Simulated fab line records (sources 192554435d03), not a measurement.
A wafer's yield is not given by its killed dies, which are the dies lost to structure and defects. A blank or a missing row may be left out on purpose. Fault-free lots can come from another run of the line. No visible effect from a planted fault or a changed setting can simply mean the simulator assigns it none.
Chamber matching / flow n5_finfet / 4 sister chambers for N5_BEOL_M0_STRIP_104 on rie_diel-01
The step strips in N2/H2. 8 wafers are shown with their chamber, then 7 later ones without.

## WAFERS PAIRED WITH THEIR CHAMBERS
wafer=L078.5; chamber=1; drypump_motor_current_A (A)=5.8; showerhead_plenum_p_Torr (Torr)=2.57
wafer=L081.2; chamber=0; drypump_motor_current_A (A)=5.7; showerhead_plenum_p_Torr (Torr)=2.68
wafer=L081.3; chamber=1; drypump_motor_current_A (A)=5.7; showerhead_plenum_p_Torr (Torr)=2.57
wafer=L081.4; chamber=2; drypump_motor_current_A (A)=6.2; showerhead_plenum_p_Torr (Torr)=2.47
wafer=L081.5; chamber=3; drypump_motor_current_A (A)=5.6; showerhead_plenum_p_Torr (Torr)=2.54
wafer=L081.6; chamber=2; drypump_motor_current_A (A)=6.2; showerhead_plenum_p_Torr (Torr)=2.47
wafer=L090.1; chamber=3; drypump_motor_current_A (A)=5.6; showerhead_plenum_p_Torr (Torr)=2.53
wafer=L090.4; chamber=0; drypump_motor_current_A (A)=5.7; showerhead_plenum_p_Torr (Torr)=2.67

## WAFERS WHOSE CHAMBER IS MISSING
wafer=L090.5; drypump_motor_current_A (A)=5.6; showerhead_plenum_p_Torr (Torr)=2.53
wafer=L091.1; drypump_motor_current_A (A)=5.6; showerhead_plenum_p_Torr (Torr)=2.53
wafer=L091.4; drypump_motor_current_A (A)=6.2; showerhead_plenum_p_Torr (Torr)=2.46
wafer=L091.6; drypump_motor_current_A (A)=6.2; showerhead_plenum_p_Torr (Torr)=2.46
wafer=L093.1; drypump_motor_current_A (A)=5.7; showerhead_plenum_p_Torr (Torr)=2.67
wafer=L093.3; drypump_motor_current_A (A)=6.3; showerhead_plenum_p_Torr (Torr)=2.46
wafer=L093.5; drypump_motor_current_A (A)=5.6; showerhead_plenum_p_Torr (Torr)=2.53

## EACH ONE'S CHAMBER
wafer=L090.5; from the rows above=3; in truth=3
wafer=L091.1; from the rows above=3; in truth=3
wafer=L091.4; from the rows above=2; in truth=2
wafer=L091.6; from the rows above=2; in truth=2
wafer=L093.1; from the rows above=0; in truth=0
wafer=L093.3; from the rows above=2; in truth=2
wafer=L093.5; from the rows above=3; in truth=3
Correct placement for 7 of the 7. From these rows, 0 cannot be placed. Wrongly placed: 0.
How it was worked out, from the rows above alone: a wafer's distance from a chamber is the root of the sum, over the readings, of the square of ((its reading less the chamber's mean) divided by the reading's scatter). If the next closest chamber is less than 2 further off than the closest, the wafer can't be placed; otherwise it belongs to the closest. A chamber's mean is the mean of its shown wafers. The scatter: the root of (the sum of the squares of (reading less its chamber's mean) over the shown wafers, divided by (wafers less chambers)).
